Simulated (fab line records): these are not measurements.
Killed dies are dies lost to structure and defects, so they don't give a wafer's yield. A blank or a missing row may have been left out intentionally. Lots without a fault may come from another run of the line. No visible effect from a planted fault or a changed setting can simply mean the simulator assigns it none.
A lot that was struck, set against a sound lot ; flow n5Finfet ; 21 out of 1938 route steps
Sound: the wafers L842.1, L842.2, L842.4. Wafers struck: L850.2, L850.3, L850.4. The cause is given at the end.
Order at every step that has rows: each side's tool, ch and its chambers, its first start. Under that, the readings that differ: sound wafers ; struck wafers ; difference of the means ; sigmas: that difference in standard deviations of wafers without a fault.
alike: readings whose means differ by less than 2 such deviations, and words and numbers that are the same on both sides. not compared: withheld readings, readings that some wafer has no value for, bounds like >300 that may hide the same value, and numbers for which the record gives no deviation and whose values overlap.
A row with sigmas, a row that says differs or no value, or rows on one side alone: a step with any of these is where the two part. Numbers that have no deviation but don't overlap get no sigmas and don't part them. A reading that every wafer of one side lacks parts them only if that side has two wafers or more.

N5_WELL_APT_CD_MEAS_08 targets a cd of 200 nm.
  sound on cdSem-01 ch 0, day 2 13:43; struck on cdSem-02 ch 0, day 4 13:42
  alike: cdNm
N5_WELL_APT_OVL_MEAS_09:
  sound on overlay-02 ch 0, day 2 13:45; struck on overlay-02 ch 0, day 4 13:44
  alike: NWELL_OVL
N5_WELL_APT_INSPECT_10: inspects for defects (macro).
  sound on defectInspect-01, day 2 13:47; struck on defectInspect-01, day 4 13:45
  alike: rawDefectCount
N5_WELL_APT_DESCUM_13: chemistry O2, time 7.9 s.
  sound on rieDiel-06 ch 0,1,2, day 2 13:49; struck on rieDiel-02 ch 0,2,3, day 4 13:47
  alike: drypumpMotorCurrentA, oesProductAu, rfVppV, showerheadPlenumPTorr, throttleValvePct
  not compared: rfHoursCounterH
then, 8 steps without rows for these wafers: N5_WELL_APT_IMPLANT_14; N5_WELL_APT_IMPLANT_15; N5_WELL_APT_STRIP_16 (strips in SPM, time 900 s); N5_WELL_APT_HMDS_18 (time 60 s); N5_WELL_APT_COAT_19 (resist thk 950 nm); N5_WELL_APT_EBR_21; N5_WELL_APT_SOFTBAKE_20 (time 60 s); N5_WELL_APT_EXPOSE_22 (exposes mask PWELL, defocus 0 nm, target cd 200 nm).
N5_WELL_APT_PEB_23: peb time 90 s.
  sound on lithoTrack-02 ch 0, day 2 14:44; struck on lithoTrack-03 ch 0, day 4 14:52
reading;sound;struck;difference;sigmas
heaterPowerTotalW (W);172.4 171.4 171.0;174.5 174.3 174.5;+2.8;+3
plateTempC (C);130.14 130.03 130.02;131.28 131.34 131.28;+1.24;+10
then, 2 steps without rows for these wafers: N5_WELL_APT_DEVELOP_24 (develop time 45 s); N5_WELL_APT_HARDBAKE_29 (time 120 s).
N5_WELL_APT_CD_MEAS_25 targets a cd of 200 nm.
  sound on cdSem-01 ch 0, day 2 14:52; struck on cdSem-01 ch 0, day 4 14:59
reading;sound;struck;difference;sigmas
cdNm (nm);199.0 199.9 200.9;205.5 206.5 205.8;+6.0;+3
N5_WELL_APT_OVL_MEAS_26:
  sound on overlay-01 ch 0, day 2 14:53; struck on overlay-02 ch 0, day 4 15:01
  alike: PWELL_OVL
N5_WELL_APT_INSPECT_27: inspects for defects (macro).
  sound on defectInspect-01, day 2 14:55; struck on defectInspect-02, day 4 15:02
  alike: rawDefectCount
N5_WELL_APT_DESCUM_30: chemistry O2, time 7.9 s.
  sound on rieDiel-06 ch 0,1,2, day 2 14:57; struck on rieDiel-02 ch 0,1,3, day 4 15:28
reading;sound;struck;difference;sigmas
model.WELL_APT.cdNm (nm);198.6 199.6 201.1;205.7 206.4 206;+6.3;
  alike: drypumpMotorCurrentA, oesProductAu, rfVppV, showerheadPlenumPTorr, throttleValvePct
  not compared: rfHoursCounterH
next, for these wafers, 1 step has no rows: N5_WELL_APT_IMPLANT_31.
-- record jumps: 7 days separate the struck wafers' starts on either side; left off in module WELL_APT, taken up again in module BEOL_M4, whose first shown step is the route's number 1111 --
N5_BEOL_M4_RC_MEAS_101:
  sound on prober-01 ch 0, day 9 05:26; struck on prober-02 ch 0, day 11 07:08
reading;sound;struck;difference;sigmas
ION_N (uA/um);671 659 661;689 690 686;+25;+2
ION_P (uA/um);463 451 459;477 472 471;+16;+2
  alike: DIBL_N, DIBL_P, IOFF_N, IOFF_P, SS_N, SS_P, VT_N, VT_P

## WHERE THEY PART
Last at N5_BEOL_M4_RC_MEAS_101 as far as this record goes, first at N5_WELL_APT_PEB_23.

WHY: what had been put in by the simulator
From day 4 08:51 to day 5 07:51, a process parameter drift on lithoTrack-03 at N5_WELL_APT_PEB_23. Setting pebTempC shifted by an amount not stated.
